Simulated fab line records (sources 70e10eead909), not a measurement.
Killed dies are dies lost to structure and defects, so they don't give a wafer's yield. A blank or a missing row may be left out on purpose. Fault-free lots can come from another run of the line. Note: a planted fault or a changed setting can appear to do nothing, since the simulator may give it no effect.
Which of the tools did it? | flow nand-harc | Sampling: 11 lots, 33 wafers, 3 of 1302 route steps

WHAT THE GAUGES READ, wafer by wafer
NHARC_A_M0_OVL_MEAS_10: pitch 160 nm.
lot  | measured     | on         | overlay-x-nm (nm)
L188 | day 22 22:53 | overlay-02 | 0.6 0.6 1.1
L189 | day 23 01:56 | overlay-02 | 1.0 0.6 1.4
L190 | day 23 23:06 | overlay-02 | 0.0 0.5 0.4
L194 | day 24 09:23 | overlay-01 | 1.0 0.8 0.4
L199 | day 27 17:55 | overlay-01 | 1.7 2.3 2.4
L200 | day 27 18:58 | overlay-02 | -0.4 0.1 0.2
L201 | day 29 01:57 | overlay-02 | -0.2 -0.2 -0.7
L208 | day 31 12:04 | overlay-01 | -1.5 -1.5 -2.1
L209 | day 31 21:07 | overlay-02 | -0.6 -0.2 -0.1
L211 | day 32 09:41 | overlay-02 | -0.7 -1.2 -0.7
L210 | day 33 04:26 | overlay-01 | 0.7 -0.3 -0.4

EACH LOT AND THE TOOL THAT RAN IT (in order: tool; ch and the chambers of the sampled wafers; start)
lot  | NHARC_A_BLC_ETCH_17                           | NHARC_A_M0_SOFTBAKE_04
L188 | rie-diel-04 ch 0,1, day 22 22:00 or earlier   | litho-track-04 ch 0, day 22 22:00
L189 | rie-diel-04 ch 0,1, day 23 01:00 or earlier   | litho-track-01 ch 0, day 23 01:00
L190 | rie-diel-07 ch 1,2,3, day 23 22:00 or earlier | litho-track-06 ch 0, day 23 22:00
L194 | rie-diel-04 ch 0,1, day 24 08:00 or earlier   | litho-track-01 ch 0, day 24 08:00
L199 | rie-diel-07 ch 1,2,3, day 27 17:00 or earlier | litho-track-01 ch 0, day 27 17:00
L200 | rie-diel-06 ch 0,1,3, day 27 18:00 or earlier | litho-track-01 ch 0, day 27 18:00
L201 | rie-diel-04 ch 1,3, day 29 01:00 or earlier   | litho-track-01 ch 0, day 29 01:00
L208 | rie-diel-04 ch 0,1,3, day 31 11:00 or earlier | litho-track-01 ch 0, day 31 11:00
L209 | rie-diel-06 ch 0,2,3, day 31 20:00 or earlier | litho-track-01 ch 0, day 31 20:00
L211 | rie-diel-07 ch 0,2,3, day 32 09:00 or earlier | litho-track-04 ch 0, day 32 09:00
L210 | rie-diel-07 ch 0,2, day 33 03:00 or earlier   | litho-track-04 ch 0, day 33 03:00
- NHARC_A_BLC_ETCH_17: etches the open film in N2/H2, target depth 390 nm, time 609.38 s.
- NHARC_A_M0_SOFTBAKE_04: time 55 s.

THE ANSWER, worked out from the rows above alone
Rule: the lots themselves supply what counts as usual. The widest of any qualifying gaps counts: lots, ordered by their means at a reading, are off when they make up no more than a third of the lots, leave a main group of 4 or more, and stand apart from it by 3 or more times the standard deviation of that group's means. A main group whose means are all the same, to the digits that the tables above print for the reading, isn't used. Also off: a lot with no number at a reading for which 4 or more lots have one. Any other lot the step has rows for is counted as sound.
No lot is off at any reading shown: from this, nothing can be told.

WHAT THE SIMULATOR HAD PUT IN
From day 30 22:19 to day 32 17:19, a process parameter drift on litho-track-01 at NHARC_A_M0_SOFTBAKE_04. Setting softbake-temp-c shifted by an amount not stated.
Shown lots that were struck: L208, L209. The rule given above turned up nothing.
